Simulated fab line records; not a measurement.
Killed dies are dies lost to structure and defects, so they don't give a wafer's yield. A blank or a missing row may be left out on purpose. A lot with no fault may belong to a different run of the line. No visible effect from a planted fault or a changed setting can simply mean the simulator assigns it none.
Which tool is to blame? -- flow n5_finfet -- 36 wafers from 12 lots sampled at 5 of the route's 1938 steps

WHAT THE GAUGES READ, wafer by wafer
N5_BEOL_M3_OVL_MEAS_29.
lot,measured,on,V2_OVL (nm)
L075,day 7 19:56,overlay-02,-0.5 0.3 -1.2
L077,day 8 09:58,overlay-02,-0.1 0.2 -0.1
L079,day 8 19:10,overlay-01,-1.2 -0.4 -0.9
L082,day 9 01:10,overlay-02,0.0 0.5 0.7
L083,day 9 13:22,overlay-01,0.6 0.2 0.2
L085,day 10 14:26,overlay-01,0.6 0.9 -0.3
L086,day 11 02:14,overlay-02,0.9 0.8 1.2
L089,day 11 05:43,overlay-01,-0.2 -0.4 0.7
L091,day 11 15:41,overlay-01,0.1 0.3 -0.4
L093,day 11 20:37,overlay-01,0.7 1.5 0.4
L094,day 12 19:05,overlay-01,1.2 -1.1 -0.7
L097,day 13 07:25,overlay-01,-0.4 -0.5 0.1

TOOL THAT RAN EACH LOT (tool first, then ch and the chambers of the sampled wafers, then the start)
lot,N5_BEOL_M2_ANNEAL_87,N5_BEOL_M2_PRE_CLEAN_60,N5_BEOL_M2_DEP_57,N5_BEOL_M3_DESCUM_16
L075,"pvd_sputter-03, day 7 15:07","cvd_co-01 ch 0,1,2, day 7 17:03","pecvd-04 ch 0,2, day 7 17:13","rie_diel-04 ch 1,2,3, day 7 19:02"
L077,"pvd_sputter-02, day 8 03:37","cvd_co-01 ch 0,1,2, day 8 05:44","pecvd-01 ch 0,1,2, day 8 05:54","rie_diel-06 ch 1,2,3, day 8 08:13"
L079,"pvd_sputter-02, day 8 14:41","cvd_co-01 ch 1,2, day 8 16:32","pecvd-01 ch 1,2, day 8 16:41","rie_diel-04 ch 0,1,2, day 8 18:23"
L082,"pvd_sputter-02, day 8 21:09","cvd_co-01 ch 0,1,2, day 8 22:59","pecvd-02 ch 0,2, day 8 23:10","rie_diel-03 ch 1,2, day 9 00:17"
L083,"pvd_sputter-02, day 9 09:19","cvd_co-01 ch 0,1, day 9 11:10","pecvd-01 ch 0,1,2, day 9 11:20","rie_diel-04 ch 0,1,2, day 9 12:20"
L085,"pvd_sputter-02, day 10 05:49","cvd_co-02 ch 0,1,2, day 10 08:46","pecvd-04 ch 0,1, day 10 08:56","rie_diel-06 ch 1,2,3, day 10 13:31"
L086,"pvd_sputter-03, day 10 20:59","cvd_co-01 ch 0,2, day 10 22:49","pecvd-04 ch 1,2, day 10 22:59","rie_diel-04 ch 1,2,3, day 11 01:13"
L089,"pvd_sputter-01, day 10 23:05","cvd_co-01 ch 0,1,2, day 11 01:16","pecvd-01 ch 0,2, day 11 01:25","rie_diel-06 ch 0,1,2, day 11 04:53"
L091,"pvd_sputter-03, day 11 11:09","cvd_co-02 ch 1,2, day 11 13:00","pecvd-01 ch 1,2, day 11 13:09","rie_diel-06 ch 1,2,3, day 11 14:55"
L093,"pvd_sputter-03, day 11 15:02","cvd_co-01 ch 1,2, day 11 16:53","pecvd-01 ch 0,1,2, day 11 17:03","rie_diel-06 ch 1,2,3, day 11 19:43"
L094,"pvd_sputter-01, day 12 14:21","cvd_co-02 ch 0,2, day 12 16:12","pecvd-01 ch 0,2, day 12 16:22","rie_diel-04 ch 1,2, day 12 18:16"
L097,"pvd_sputter-03, day 12 22:21","cvd_co-01 ch 1,2, day 13 00:28","pecvd-04 ch 0,2, day 13 00:37","rie_diel-04 ch 1,2, day 13 06:38"
- N5_BEOL_M2_ANNEAL_87: time 240 s.
- N5_BEOL_M2_PRE_CLEAN_60: time 15 s.
- N5_BEOL_M2_DEP_57: deposits SiCN from 3MS/NH3, target thk 8 nm, time 14 s.
- N5_BEOL_M3_DESCUM_16: chemistry O2, time 7 s.

THE ANSWER, worked out from the rows above alone
Rule: what is usual is taken from the lots themselves. The widest of any qualifying gaps counts: lots, ordered by their means at a reading, are off when they make up no more than a third of the lots, leave a main group of 4 or more, and stand apart from it by 3 or more times the standard deviation of that group's means. A main group whose means are all the same, to the digits that the tables above print for the reading, isn't used. Also off: a lot with no number at a reading for which 4 or more lots have one. Where the step has rows for the other lots, those lots are counted as sound.
None of the lots is off at any reading shown; this tells nothing.

WHAT THE SIMULATOR PUT IN
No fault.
